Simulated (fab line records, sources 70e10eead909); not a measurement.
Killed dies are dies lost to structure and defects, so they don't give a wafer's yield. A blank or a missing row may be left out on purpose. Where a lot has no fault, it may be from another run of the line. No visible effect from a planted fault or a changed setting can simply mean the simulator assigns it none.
The tool behind it: which one? || flow nand harc || 12 lots with 36 wafers sampled at 4 steps, on a route of 1159 steps

WHAT THE GAUGES SHOWED, per wafer
NHARC_A_CONTACT_INSPECT_44.
{"lot": "L076", "measured": "day 16 11:11", "on": "defect inspect-01", "raw defect count": "6 7 5"}
{"lot": "L077", "measured": "day 17 05:36", "on": "defect inspect-01", "raw defect count": "15 13 17"}
{"lot": "L079", "measured": "day 17 04:37", "on": "defect inspect-02", "raw defect count": "5 10 10"}
{"lot": "L080", "measured": "day 18 09:13", "on": "defect inspect-02", "raw defect count": "6 8 10"}
{"lot": "L084", "measured": "day 18 18:35", "on": "defect inspect-01", "raw defect count": "55 34 30"}
{"lot": "L086", "measured": "day 19 14:20", "on": "defect inspect-02", "raw defect count": "13 8 18"}
{"lot": "L085", "measured": "day 19 09:36", "on": "defect inspect-01", "raw defect count": "42 37 52"}
{"lot": "L088", "measured": "day 19 20:22", "on": "defect inspect-02", "raw defect count": "18 30 47"}
{"lot": "L090", "measured": "day 20 12:29", "on": "defect inspect-01", "raw defect count": "32 39 23"}
{"lot": "L092", "measured": "day 21 17:43", "on": "defect inspect-02", "raw defect count": "47 57 60"}
{"lot": "L093", "measured": "day 21 23:53", "on": "defect inspect-01", "raw defect count": "20 17 18"}
{"lot": "L097", "measured": "day 22 15:53", "on": "defect inspect-01", "raw defect count": "17 13 18"}

WHICH TOOL RAN EACH LOT (tool, then ch and the chambers of the sampled wafers, then the start)
{"lot": "L076", "NHARC_A_WL_FILL_ALD_00": "ald hk-02 ch 0,1,3, day 15 02:50", "NHARC_A_WL_FILL_ETCHBACK_26": "rie si-05 ch 0,1,3, day 15 21:22", "NHARC_A_CONTACT_DEP_29": "pecvd-02 ch 0,1, day 16 10:27"}
{"lot": "L077", "NHARC_A_WL_FILL_ALD_00": "ald hk-02 ch 0,1, day 15 18:42", "NHARC_A_WL_FILL_ETCHBACK_26": "rie si-02 ch 0,3, day 16 17:26", "NHARC_A_CONTACT_DEP_29": "pecvd-03 ch 1,2, day 17 04:47"}
{"lot": "L079", "NHARC_A_WL_FILL_ALD_00": "ald hk-02 ch 0,1,3, day 15 19:02", "NHARC_A_WL_FILL_ETCHBACK_26": "rie si-03 ch 0,2,3, day 16 17:26", "NHARC_A_CONTACT_DEP_29": "pecvd-03 ch 0,1, day 17 03:46"}
{"lot": "L080", "NHARC_A_WL_FILL_ALD_00": "ald hk-03 ch 2,3, day 17 03:33", "NHARC_A_WL_FILL_ETCHBACK_26": "rie si-02 ch 0,2, day 17 22:23", "NHARC_A_CONTACT_DEP_29": "pecvd-04 ch 0,1,2, day 18 08:30"}
{"lot": "L084", "NHARC_A_WL_FILL_ALD_00": "ald hk-02 ch 0,1,3, day 17 09:00", "NHARC_A_WL_FILL_ETCHBACK_26": "rie si-02 ch 0,1,3, day 18 07:07", "NHARC_A_CONTACT_DEP_29": "pecvd-04 ch 0,1, day 18 17:44"}
{"lot": "L086", "NHARC_A_WL_FILL_ALD_00": "ald hk-02 ch 0,2,3, day 18 00:08", "NHARC_A_WL_FILL_ETCHBACK_26": "rie si-03 ch 0,1,2, day 18 23:52", "NHARC_A_CONTACT_DEP_29": "pecvd-02 ch 0,1,2, day 19 13:35"}
{"lot": "L085", "NHARC_A_WL_FILL_ALD_00": "ald hk-04 ch 0,1,2, day 18 00:14", "NHARC_A_WL_FILL_ETCHBACK_26": "rie si-02 ch 0,2, day 18 23:53", "NHARC_A_CONTACT_DEP_29": "pecvd-02 ch 1,2, day 19 08:49"}
{"lot": "L088", "NHARC_A_WL_FILL_ALD_00": "ald hk-04 ch 0,2,3, day 18 09:51", "NHARC_A_WL_FILL_ETCHBACK_26": "rie si-03 ch 0,1,3, day 19 09:39", "NHARC_A_CONTACT_DEP_29": "pecvd-04 ch 0,2, day 19 19:26"}
{"lot": "L090", "NHARC_A_WL_FILL_ALD_00": "ald hk-02 ch 0,1,2, day 19 02:16", "NHARC_A_WL_FILL_ETCHBACK_26": "rie si-05 ch 0,1,3, day 20 01:46", "NHARC_A_CONTACT_DEP_29": "pecvd-02 ch 1,2, day 20 11:40"}
{"lot": "L092", "NHARC_A_WL_FILL_ALD_00": "ald hk-03 ch 0,2,3, day 19 23:17", "NHARC_A_WL_FILL_ETCHBACK_26": "rie si-02 ch 0,2,3, day 20 19:35", "NHARC_A_CONTACT_DEP_29": "pecvd-02 ch 0,1, day 21 16:53"}
{"lot": "L093", "NHARC_A_WL_FILL_ALD_00": "ald hk-02 ch 0,1,3, day 20 14:03", "NHARC_A_WL_FILL_ETCHBACK_26": "rie si-03 ch 2,3, day 21 14:15", "NHARC_A_CONTACT_DEP_29": "pecvd-04 ch 0,1,2, day 21 23:07"}
{"lot": "L097", "NHARC_A_WL_FILL_ALD_00": "ald hk-03 ch 0,1,2, day 21 08:50", "NHARC_A_WL_FILL_ETCHBACK_26": "rie si-02 ch 0,2, day 22 06:05", "NHARC_A_CONTACT_DEP_29": "pecvd-04 ch 0,1,2, day 22 15:00"}
- NHARC_A_WL_FILL_ALD_00: deposits Al2O3, target thk 3 nm, pulse time 3 s, ald cycles 30.
- NHARC_A_WL_FILL_ETCHBACK_26: etches the open film in HBr, target depth 52 nm, time 13.3 s.
- NHARC_A_CONTACT_DEP_29: deposits SiON, target thk 70 nm.

THE ANSWER, worked out from the rows above alone
Rule: what is usual is taken from the lots themselves. The widest of any qualifying gaps counts: lots, ordered by their means at a reading, are off when they make up no more than a third of the lots, leave a main group of 4 or more, and stand apart from it by 3 or more times the standard deviation of that group's means. Not used: any main group whose means are identical at the precision the tables above print for the reading. Also off: a lot with no number at a reading for which 4 or more lots have one. Any other lot the step has rows for is counted as sound.
None of the lots is off at any reading shown; this tells nothing.

WHAT WAS PUT IN BY THE SIMULATOR
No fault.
